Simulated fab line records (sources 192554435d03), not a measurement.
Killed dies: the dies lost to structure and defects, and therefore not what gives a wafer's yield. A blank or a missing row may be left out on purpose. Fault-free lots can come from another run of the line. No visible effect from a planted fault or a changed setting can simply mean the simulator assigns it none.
fab line records    flow n5_finfet
record: lots: 12  wafers: 33  last_day: 17
route steps=1938 shown BEOL_M7@1327 BEOL_M8@1345 PASSIVATION@1936
lots untouched by any fault: they come from a run of this same line in which no faults occurred
start_h: hours from the record's opening day to when the first of the lot's shown wafers began    wait_h: hours from the lot's prior step to this one    " repeats the value in the row above    L1.1+2: one row covering several wafers at once    - value missing, or start not given    * or withheld: withheld    < > ~ a bound
route shown NAME@n: a module of which the file shows steps, and the number in the route of the first    usual: mean and standard deviation over wafers with no fault    same: alike in all rows    chamber/n: place in a boat    sites: each site's reading    _std_site: standard deviation of those values    _edge_site: mean of outer sites minus mean of inner sites    radius_mm: how far each site lies from the wafer's centre    mask NAME#n: copy n    behind: the last tool/chamber to shape the wafer    hold: why the lot was held/for how many hours/how that ended    device: the transistor (n, p or np) that didn't switch    end of line: at the end of the route, the tests of the same wafers    a step without rows: its recipe alone    killed: at the first sort, the dies lost to defects and structure; wafer yield is something else    map: a wafer's dies, marking killed ones x, the rest . and places with no die _
set.NAME: the setting the step ran with; set.NAME@STEP: the setting that earlier step ran with    model.NAME: the simulator's own value behind a step, which no gauge read
the route's steps for a sample of lots (tables are steps, rows are wafers)
services: a tool's chamber out of use, with start hour (start_h, from the record's first day; less than 0 if before it), hours out, and reason
== steps ==
step: N5_BEOL_M7_THK_MEAS_53
recipe: thk_meas_gauge: xrf  reads: Cu_of_BEOL_M7_ECD_50
usual: M7_THK: 80.9/1.9
lot.wafer  tool           chamber  start_h  wait_h  M7_THK[nm]
L613.1     film_metro-01  -        190.64   -       81.8
L613.2     "              -        "        "       80.7
L613.3     "              -        "        "       82.4
L614.1     film_metro-01  -        197.51   -       79.3
L614.4     "              -        "        "       77.7
L614.6     "              -        "        "       81.2
L616.5     film_metro-02  -        209.55   -       78.5
L616.6     "              -        "        "       78.5
L615.3     film_metro-02  -        213.02   -       79.0
L615.4     "              -        "        "       78.5
L615.5     "              -        "        "       82.3
L618.1     film_metro-01  -        218.33   -       78.3
L618.2     "              -        "        "       80.2
L618.3     "              -        "        "       77.2
L617.2     film_metro-01  -        227.32   -       80.3
L617.4     "              -        "        "       80.2
L617.5     "              -        "        "       79.5
L622.3     film_metro-02  -        241.25   -       77.2
L622.4     "              -        "        "       82.5
L626.2     film_metro-01  -        285.62   -       80.4
L626.3     "              -        "        "       81.8
L626.4     "              -        "        "       81.9
L628.2     film_metro-01  -        285.89   -       81.5
L628.4     "              -        "        "       81.6
L628.5     "              -        "        "       80.4
L627.3     film_metro-01  -        294.31   -       80.7
L627.4     "              -        "        "       78.9
L627.5     "              -        "        "       81.9
L630.1     film_metro-01  -        313.26   -       81.2
L630.5     "              -        "        "       81.5
L630.6     "              -        "        "       81.3
L631.3     film_metro-01  -        337.53   -       78.0
L631.4     "              -        "        "       81.3
step: N5_BEOL_M8_CD_MEAS_11
recipe: target_cd_nm: 38.5  landing_energy_ev: 500  detector: se_inlens  polarity: opening
usual: cd_nm: 38.8/0.55
lot.wafer  tool       chamber  start_h  wait_h  cd_nm
L613.1     cd_sem-01  0        193.61   -       38.8
L613.2     "          0        "        "       38.7
L613.3     "          0        "        "       38.5
L614.1     cd_sem-03  0        199.92   -       39.4
L614.4     "          0        "        "       37.8
L614.6     "          0        "        "       38.7
L616.5     cd_sem-03  0        212.05   -       38.2
L616.6     "          0        "        "       38.8
L615.3     cd_sem-01  0        215.63   -       39.5
L615.4     "          0        "        "       38.6
L615.5     "          0        "        "       39.5
L618.1     cd_sem-03  0        220.78   -       38.7
L618.2     "          0        "        "       37.8
L618.3     "          0        "        "       38.7
L617.2     cd_sem-02  0        229.92   -       38.7
L617.4     "          0        "        "       38.7
L617.5     "          0        "        "       39.6
L622.3     cd_sem-03  0        242.92   -       38.3
L622.4     "          0        "        "       39.1
L626.2     cd_sem-03  0        288.68   -       38.4
L626.3     "          0        "        "       37.6
L626.4     "          0        "        "       38.4
L628.2     cd_sem-01  0        288.88   -       38.6
L628.4     "          0        "        "       39.3
L628.5     "          0        "        "       39.4
L627.3     cd_sem-01  0        296.06   -       38.3
L627.4     "          0        "        "       38.9
L627.5     "          0        "        "       37.6
L630.1     cd_sem-01  0        315.64   -       38.4
L630.5     "          0        "        "       38.3
L630.6     "          0        "        "       39.0
L631.3     cd_sem-03  0        342.68   -       38.1
L631.4     "          0        "        "       37.9
step: N5_BEOL_M8_HM_OPEN_17
recipe: chemistry: Cl2/BCl3  target_depth_a: 200  overetch_a: 60  target: TiN  mask_material: SOC  ion_energy_ev: 150  pressure_mtorr: 10  icp_w: 1000  bias_w: 126  Cl2_flow_sccm: 53.25  bcl3_flow_sccm: 21.75  Ar_flow_sccm: 25
usual: drypump_motor_current_A: 5.7/0.32  oes_product_au: 0.68/0.065  throttle_valve_pct: 22.04/0.22
lot.wafer  tool          chamber  start_h  wait_h  drypump_motor_current_A  oes_product_au  rf_hours_counter_h  throttle_valve_pct
L613.1     rie_metal-03  0        193.98   0.0     5.6                      0.66            42                  21.88
L613.2     "             1        "        "       5.9                      0.65            40                  22.23
L613.3     "             1        "        "       5.9                      0.67            -                   22.20
L614.1     rie_metal-02  0        200.45   0.0     5.6                      0.65            50                  21.85
L614.4     "             1        "        "       6.3                      0.65            -                   21.58
L614.6     "             0        "        "       5.6                      0.65            -                   21.87
L616.5     rie_metal-01  0        212.62   0.1     5.2                      0.77            -                   22.26
L616.6     "             1        "        "       5.5                      0.85            -                   22.19
L615.3     rie_metal-01  1        216.03   0.1     5.6                      0.85            -                   22.20
L615.4     "             0        "        "       5.2                      0.77            -                   22.26
L615.5     "             0        "        "       5.2                      0.76            -                   22.27
L618.1     rie_metal-01  0        221.15   0.0     5.2                      0.77            12                  22.27
L618.2     "             1        "        "       5.5                      0.82            1                   22.21
L618.3     "             1        "        "       5.5                      0.83            -                   22.21
L617.2     rie_metal-03  0        230.85   0.0     5.6                      0.66            46                  21.86
L617.4     "             0        "        "       5.6                      0.66            -                   21.85
L617.5     "             0        "        "       5.6                      0.66            -                   21.86
L622.3     rie_metal-03  1        243.58   0.1     5.9                      0.66            -                   22.21
L622.4     "             0        "        "       5.6                      0.65            -                   21.87
L626.2     rie_metal-01  1        289.05   0.0     5.5                      0.79            8                   22.22
L626.3     "             0        "        "       5.2                      0.74            -                   22.29
L626.4     "             1        "        "       5.5                      0.79            -                   22.22
L628.2     rie_metal-03  0        289.25   0.0     5.6                      0.64            51                  21.89
L628.4     "             1        "        "       5.9                      0.64            -                   22.23
L628.5     "             1        "        "       5.9                      0.64            -                   22.23
L627.3     rie_metal-03  1        296.45   0.1     5.9                      0.65            -                   22.21
L627.4     "             0        "        "       5.6                      0.65            -                   21.86
L627.5     "             1        "        "       5.9                      0.64            -                   22.21
L630.1     rie_metal-03  0        316.01   0.0     5.6                      0.64            53                  21.87
L630.5     "             0        "        "       5.6                      0.64            -                   21.86
L630.6     "             1        "        "       5.9                      0.65            -                   22.19
L631.3     rie_metal-03  0        343.10   0.1     5.6                      0.63            -                   21.90
L631.4     "             1        "        "       5.9                      0.63            -                   22.24
step: N5_BEOL_M8_EXPOSE_25
recipe: mask_id: V7  na: 0.33  source_shape: annular  sigma_inner: 0.4  sigma_outer: 0.8  polarization: unpolarized  target_cd_nm: 40  dose_mj: 42.5
usual: exposure_dose_mJ_cm2: 42.41/0.092  focus_offset_nm: 0.0/0.47  stage_msd_nm: 0.893/0.017
lot.wafer  tool            chamber  start_h  wait_h  mask  exposure_dose_mJ_cm2  focus_offset_nm  stage_msd_nm
L613.1     euv_scanner-01  0        196.05   -       V7#0  42.53                 0.7              0.919
L613.2     "               0        "        "       V7#0  42.47                 0.0              0.915
L613.3     "               0        "        "       V7#0  42.52                 0.1              0.916
L614.1     euv_scanner-01  0        202.13   -       V7#0  42.45                 -0.7             0.916
L614.4     "               0        "        "       V7#0  42.59                 0.8              0.918
L614.6     "               0        "        "       V7#0  42.60                 -0.1             0.914
L616.5     euv_scanner-01  0        214.59   -       V7#0  42.50                 1.0              0.914
L616.6     "               0        "        "       V7#0  42.52                 0.1              0.918
L615.3     euv_scanner-01  0        216.37   -       V7#0  42.58                 0.2              0.920
L615.4     "               0        "        "       V7#0  42.56                 -0.2             0.920
L615.5     "               0        "        "       V7#0  42.52                 -0.2             0.919
L618.1     euv_scanner-02  0        224.15   -       V7#0  42.40                 -0.4             0.884
L618.2     "               0        "        "       V7#0  42.37                 -0.4             0.882
L618.3     "               0        "        "       V7#0  42.36                 -0.3             0.884
L617.2     euv_scanner-02  0        231.45   -       V7#0  42.38                 1.1              0.882
L617.4     "               0        "        "       V7#0  42.35                 -0.1             0.884
L617.5     "               0        "        "       V7#0  42.39                 0.4              0.884
L622.3     euv_scanner-01  0        244.62   -       V7#0  42.52                 -0.3             0.916
L622.4     "               0        "        "       V7#0  42.48                 -0.3             0.920
L628.2     euv_scanner-02  0        290.84   -       V7#0  40.96                 -0.4             0.877
L628.4     "               0        "        "       V7#0  41.10                 -1.3             0.883
L628.5     "               0        "        "       V7#0  41.05                 -0.6             0.883
L626.2     euv_scanner-02  0        291.39   -       V7#0  41.26                 0.2              0.884
L626.3     "               0        "        "       V7#0  41.26                 0.6              0.882
L626.4     "               0        "        "       V7#0  41.18                 0.1              0.880
L627.3     euv_scanner-02  0        299.61   -       V7#0  41.53                 0.6              0.878
L627.4     "               0        "        "       V7#0  41.48                 -0.3             0.884
L627.5     "               0        "        "       V7#0  41.50                 -0.1             0.879
L630.1     euv_scanner-01  0        317.20   -       V7#0  42.32                 -0.3             0.887
L630.5     "               0        "        "       V7#0  42.38                 0.2              0.888
L630.6     "               0        "        "       V7#0  42.29                 0.1              0.889
L631.3     euv_scanner-01  0        344.42   -       V7#0  42.35                 0.6              0.877
L631.4     "               0        "        "       V7#0  42.40                 0.3              0.880
step: N5_PASSIVATION_PROBE_49
usual: defect_limited_yield: 90.9/1.6  killed_at_M0_to_M3: 34/10  killed_at_M4_up: 13/5.4  killed_at_contacts: 13/6  killed_at_front_end: 42/13  killed_at_other: 4/3.2  killed_dies: 107/18  killed_open: 69/14  killed_short: 35/7.7  sort_bin_4_leakage: 0.02/0.17  sort_bin_5_function: 5.3/1  sort_bin_6_memory: 3.3/0.75  sort_bin_8_speed: 0.00/0.015  sort_n_pass: 1073/19  sort_yield_pct: 90.9/1.6
same: gross_dies: 1180  killed_at_back_side: 0
lot.wafer  tool       chamber  start_h  wait_h  defect_limited_yield[%]  killed_at_M0_to_M3  killed_at_M4_up  killed_at_contacts  killed_at_front_end  killed_at_other  killed_dies  killed_open  killed_short  sort_bin_4_leakage[%]  sort_bin_5_function[%]  sort_bin_6_memory[%]  sort_bin_8_speed[%]  sort_n_pass  sort_yield_pct[%]
L614.1     prober-02  -        266.84   0.0     90.1                     37                  10               22                  48                   0                117          70           42            0                      5.6                     3.3                   0                    1063         90.1
L614.4     prober-02  -        266.99   0.2     89.5                     28                  11               26                  55                   4                124          79           43            0                      5.3                     4.8                   0                    1056         89.5
L614.6     prober-02  -        267.09   0.3     91.6                     17                  9                18                  54                   1                99           66           24            0                      4.7                     3.1                   0                    1081         91.6
L618.1     prober-01  -        289.50   0.0     91.5                     36                  16               9                   34                   5                100          73           27            0                      5.3                     2.9                   0                    1080         91.5
L618.2     prober-01  -        289.55   0.1     91.9                     35                  7                18                  33                   3                96           57           38            0                      4.2                     3.4                   0                    1084         91.9
L618.3     prober-01  -        289.60   0.1     91.1                     42                  14               12                  28                   9                105          67           35            0                      5.8                     3.0                   0                    1075         91.1
L617.2     prober-02  -        294.51   0.1     91.6                     27                  11               18                  40                   3                99           58           31            0                      4.7                     2.6                   0                    1081         91.6
L617.4     prober-02  -        294.61   0.2     90.8                     46                  3                3                   56                   1                109          69           34            0                      5.8                     3.2                   0                    1071         90.8
L617.5     prober-02  -        294.66   0.2     91.2                     22                  7                15                  59                   1                104          72           29            0                      5.0                     3.5                   0                    1076         91.2
L622.3     prober-02  -        312.71   0.1     93.1                     25                  19               5                   25                   7                81           44           35            0                      4.0                     2.4                   0                    1099         93.1
L622.4     prober-02  -        312.76   0.2     94.0                     26                  15               2                   24                   4                71           40           30            0                      3.7                     2.1                   0                    1109         94.0
L628.2     prober-02  -        357.12   0.1     91.9                     28                  13               14                  38                   2                95           56           24            0                      4.7                     3.1                   0                    1085         91.9
L628.4     prober-02  -        357.22   0.2     92.8                     28                  20               3                   30                   4                85           51           31            0                      3.7                     2.7                   0                    1095         92.8
L628.5     prober-02  -        357.27   0.2     93.1                     24                  23               6                   23                   6                82           61           20            0                      4.2                     2.6                   0                    1098         93.1
L626.2     prober-01  -        357.46   0.1     89.2                     39                  10               23                  49                   6                127          88           31            0                      6.0                     4.2                   0                    1053         89.2
L626.4     prober-01  -        357.56   0.2     88.7                     60                  14               7                   48                   4                133          85           41            0.08                   6.9                     4.3                   0                    1046         88.6
L627.3     prober-02  -        361.36   0.1     86.2                     48                  11               15                  78                   11               163          104          53            0                      7.2                     5.6                   0                    1017         86.2
L627.4     prober-02  -        361.41   0.2     88.1                     45                  11               11                  71                   3                141          79           60            0                      6.4                     5.1                   0                    1039         88.1
L627.5     prober-02  -        361.46   0.2     86.9                     55                  11               14                  72                   2                154          94           59            0                      7.5                     5.1                   0                    1026         86.9
L630.1     prober-01  -        388.60   0.0     90.3                     35                  16               17                  45                   2                115          70           39            0.08                   5.4                     3.8                   0                    1064         90.2
L630.5     prober-01  -        388.80   0.2     89.1                     62                  14               17                  27                   9                129          88           40            0                      6.3                     4.4                   0                    1051         89.1
L630.6     prober-01  -        388.85   0.3     90.0                     62                  10               7                   36                   3                118          72           42            0                      6.4                     3.1                   0                    1062         90.0
killed by level:class
L614.1 MOL_CONTACT_COAG:geometric_particle:open=14 STI_FIN_REVEAL:geometric_particle:open=12 BEOL_M0_SAQP:geometric_particle:open=11 BEOL_M0_SAQP:geometric_particle:short=10 MOL_CONTACT_COAG:geometric_particle:short=8 FIN_SAQP:geometric_particle:open=7 FIN_SAQP:geometric_particle:short=6 GATE_CUT:geometric_particle:open=6
L614.4 MOL_CONTACT_COAG:geometric_particle:open=24 FIN_SAQP:geometric_particle:short=19 STI_FIN_REVEAL:geometric_particle:open=18 BEOL_M0_SAQP:geometric_particle:open=13 BEOL_M0_SAQP:geometric_particle:short=8 GATE_CUT:geometric_particle:short=5 BEOL_M6:geometric_particle:open=4 FIN_SAQP:geometric_particle:open=3
L614.6 FIN_SAQP:geometric_particle:open=17 MOL_CONTACT_COAG:geometric_particle:open=16 STI_FIN_REVEAL:geometric_particle:open=13 BEOL_M4:geometric_particle:open=5 FIN_SAQP:geometric_particle:short=4 GATE_CUT:geometric_particle:short=4 BEOL_M0_SAQP:geometric_particle:open=4 BEOL_M0_SAQP:geometric_particle:short=4
L618.1 BEOL_M2:geometric_particle:open=14 FIN_SAQP:geometric_particle:open=8 BEOL_M3:geometric_particle:open=8 MOL_CONTACT_COAG:geometric_particle:open=7 BEOL_M0_SAQP:geometric_particle:open=6 BEOL_M5:geometric_particle:open=6 FIN_SAQP:geometric_particle:short=5 BEOL_M0_SAQP:geometric_particle:short=5
L618.2 MOL_CONTACT_COAG:geometric_particle:open=16 BEOL_M0_SAQP:geometric_particle:short=15 BEOL_M0_SAQP:geometric_particle:open=10 FIN_SAQP:geometric_particle:short=6 DUMMY_GATE:geometric_particle:open=6 ILD0:geometric_particle:short=5 ILD0:geometric_particle:open=4 GATE_CUT:geometric_particle:short=3
L618.3 MOL_CONTACT_COAG:geometric_particle:open=9 BEOL_M0_SAQP:geometric_particle:short=9 BEOL_M0_SAQP:geometric_particle:open=9 BEOL_M2:geometric_particle:open=7 BEOL_M3:geometric_particle:open=6 FIN_SAQP:geometric_particle:short=5 BEOL_M1:geometric_particle:open=5 DUMMY_GATE:geometric_particle:short=4
L617.2 MOL_CONTACT_COAG:geometric_particle:open=14 BEOL_M2:geometric_particle:open=11 HKMG_FIN:area_etch=8 STI_FIN_REVEAL:geometric_particle:open=7 BEOL_M0_SAQP:geometric_particle:short=5 BEOL_M5:geometric_particle:open=5 FIN_SAQP:geometric_particle:open=4 STI_FIN_REVEAL:geometric_particle:short=4
L617.4 FIN_SAQP:geometric_particle:open=18 STI_FIN_REVEAL:geometric_particle:open=13 BEOL_M2:geometric_particle:open=10 FIN_SAQP:geometric_particle:short=7 BEOL_M1:geometric_particle:open=7 BEOL_M2:geometric_particle:short=6 BEOL_M0_SAQP:geometric_particle:short=5 STARTING-WAFER:geometric_particle:short=5
L617.5 FIN_SAQP:geometric_particle:open=25 FIN_SAQP:geometric_particle:short=11 MOL_CONTACT_COAG:geometric_particle:open=11 BEOL_M2:geometric_particle:open=10 STI_FIN_REVEAL:geometric_particle:open=6 GATE_CUT:geometric_particle:short=4 BEOL_M1:geometric_particle:open=4 GATE_CUT:geometric_particle:open=3
L622.3 BEOL_M0_SAQP:geometric_particle:open=6 BEOL_M0_SAQP:geometric_particle:short=6 BEOL_M2:geometric_particle:open=5 BEOL_M4:geometric_particle:open=5 ILD0:geometric_particle:open=4 BEOL_M4:geometric_particle:short=4 FIN_SAQP:geometric_particle:short=3 DUMMY_GATE:geometric_particle:open=3
L622.4 BEOL_M0_SAQP:geometric_particle:open=7 FIN_SAQP:geometric_particle:short=5 BEOL_M0_SAQP:geometric_particle:short=5 BEOL_M4:geometric_particle:open=5 STARTING-WAFER:geometric_particle:short=5 FIN_SAQP:geometric_particle:open=4 BEOL_M1:geometric_particle:open=4 BEOL_M3:geometric_particle:open=4
L628.2 FIN_CUT:area_etch=12 MOL_CONTACT_COAG:geometric_particle:open=11 BEOL_M3:geometric_particle:open=9 FIN_SAQP:geometric_particle:short=7 DUMMY_GATE:geometric_particle:open=5 BEOL_M1:geometric_particle:open=5 BEOL_M2:geometric_particle:open=4 BEOL_M5:geometric_particle:open=4
L628.4 BEOL_M4:geometric_particle:open=7 BEOL_M0_SAQP:geometric_particle:short=6 BEOL_M0_SAQP:geometric_particle:open=5 BEOL_M3:geometric_particle:open=5 BEOL_M5:geometric_particle:open=5 DUMMY_GATE:geometric_particle:open=4 ILD0:geometric_particle:short=4 GATE_CUT:geometric_particle:short=4
L628.5 BEOL_M2:geometric_particle:open=8 BEOL_M5:geometric_particle:open=6 STI_FIN_REVEAL:geometric_particle:open=6 FIN_SAQP:geometric_particle:short=5 MOL_CONTACT_COAG:geometric_particle:open=5 BEOL_M8:geometric_particle:open=5 BEOL_M1:geometric_particle:open=4 BEOL_M4:geometric_particle:open=4
L626.2 MOL_CONTACT_COAG:geometric_particle:open=20 STI_FIN_REVEAL:geometric_particle:open=11 BEOL_M2:geometric_particle:open=9 BEOL_M0_SAQP:geometric_particle:open=9 BEOL_M3:geometric_particle:open=9 FIN_SAQP:geometric_particle:open=7 FIN_SAQP:geometric_particle:short=6 HKMG_FIN:area_etch=6
L626.4 FIN_SAQP:geometric_particle:open=13 BEOL_M0_SAQP:geometric_particle:open=13 BEOL_M0_SAQP:geometric_particle:short=13 BEOL_M2:geometric_particle:open=11 STI_FIN_REVEAL:geometric_particle:open=9 BEOL_M1:geometric_particle:open=7 BEOL_M3:geometric_particle:open=7 FIN_SAQP:geometric_particle:short=6
L627.3 STI_FIN_REVEAL:geometric_particle:open=17 BEOL_M1:geometric_particle:open=16 DUMMY_GATE:geometric_particle:open=14 MOL_CONTACT_COAG:geometric_particle:open=13 BEOL_M0_SAQP:geometric_particle:short=11 BEOL_M0_SAQP:geometric_particle:open=11 FIN_SAQP:geometric_particle:short=7 FIN_SAQP:geometric_particle:open=6
L627.4 FIN_SAQP:geometric_particle:short=18 STI_FIN_REVEAL:geometric_particle:open=13 FIN_SAQP:geometric_particle:open=10 GATE_CUT:geometric_particle:short=9 BEOL_M0_SAQP:geometric_particle:open=9 BEOL_M1:geometric_particle:open=9 DUMMY_GATE:geometric_particle:open=8 MOL_CONTACT_COAG:geometric_particle:open=7
L627.5 STI_FIN_REVEAL:geometric_particle:open=27 BEOL_M0_SAQP:geometric_particle:short=14 FIN_SAQP:geometric_particle:short=13 BEOL_M0_SAQP:geometric_particle:open=13 MOL_CONTACT_COAG:geometric_particle:open=13 BEOL_M1:geometric_particle:open=13 STI_FIN_REVEAL:geometric_particle:short=7 BEOL_M1:geometric_particle:short=7
L630.1 MOL_CONTACT_COAG:geometric_particle:open=14 BEOL_M0_SAQP:geometric_particle:short=12 FIN_SAQP:geometric_particle:open=11 BEOL_M4:geometric_particle:open=9 FIN_SAQP:geometric_particle:short=8 DUMMY_GATE:geometric_particle:open=5 STARTING-WAFER:geometric_particle:short=5 BEOL_M1:geometric_particle:open=5
L630.5 BEOL_M0_SAQP:geometric_particle:open=22 BEOL_M0_SAQP:geometric_particle:short=20 MOL_CONTACT_COAG:geometric_particle:open=14 BEOL_M4:geometric_particle:open=11 BEOL_M1:geometric_particle:open=9 STI_FIN_REVEAL:geometric_particle:open=6 BEOL_M2:geometric_particle:open=5 DUMMY_GATE:geometric_particle:open=4
L630.6 BEOL_M0_SAQP:geometric_particle:open=23 BEOL_M0_SAQP:geometric_particle:short=14 FIN_SAQP:geometric_particle:open=8 GATE_CUT:geometric_particle:short=7 MOL_CONTACT_COAG:geometric_particle:open=7 BEOL_M3:geometric_particle:open=7 BEOL_M1:geometric_particle:open=6 BEOL_M4:geometric_particle:open=6
== services ==
tool            chamber  start_h  hours  kind
euv_scanner-02  -        174.00   1.0    pm
rie_metal-01    1        182.03   -      clean
rie_metal-01    1        182.03   18.0   scheduled_down
rie_metal-01    1        182.03   18.0   vent_cycle
euv_scanner-02  0        190.79   -      calibration
euv_scanner-01  0        202.42   -      calibration
euv_scanner-01  -        224.27   1.0    pm
euv_scanner-02  -        230.15   1.0    pm
euv_scanner-02  -        266.90   5.8    pm
rie_metal-01    -        272.73   0.1    repair
euv_scanner-01  -        280.43   1.0    pm
euv_scanner-02  -        286.30   1.0    pm
euv_scanner-01  -        297.42   -      calibration
rie_metal-02    -        307.13   0.8    repair
euv_scanner-01  -        308.94   4.6    pm
euv_scanner-01  -        320.27   6.2    pm
euv_scanner-02  -        336.38   4.6    pm
euv_scanner-01  -        340.98   1.0    pm
euv_scanner-02  -        342.45   1.0    pm
== key ==
first_sign: step: N5_BEOL_M8_EXPOSE_25  reading: exposure_dose_mJ_cm2  direction: down  sigmas: 12  usual: 42.41  struck: 41.26
effect none on later readings
met_at N5_BEOL_M8_EXPOSE_25
struck_lots L626,L627,L628
loop_trim: step: N5_BEOL_M8_EXPOSE_25  setting: dose  lots: L626,L627
baseline_loss: step: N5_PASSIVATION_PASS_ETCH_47  wafers: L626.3
baseline_loss: step: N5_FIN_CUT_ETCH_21  wafers: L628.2
not_acting_at N5_BEOL_M7_THK_MEAS_53,N5_BEOL_M8_CD_MEAS_11,N5_BEOL_M8_HM_OPEN_17
onset_between 231.45 290.84
fault: kind: process_parameter_drift  tool: euv_scanner-02  chamber: -  onset_h: 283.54  steps: N5_BEOL_M8_EXPOSE_25  channel: dose_mj  offset: -1.3331  shape: step  acts_in: these_recipes_only  stated: 42.5
loop_trim: a control loop set the setting to another value than it would have without faults
baseline_loss: these wafers lose ten dies or more at that step, a loss of the line's own and not of a fault; the sort's usual values leave them out
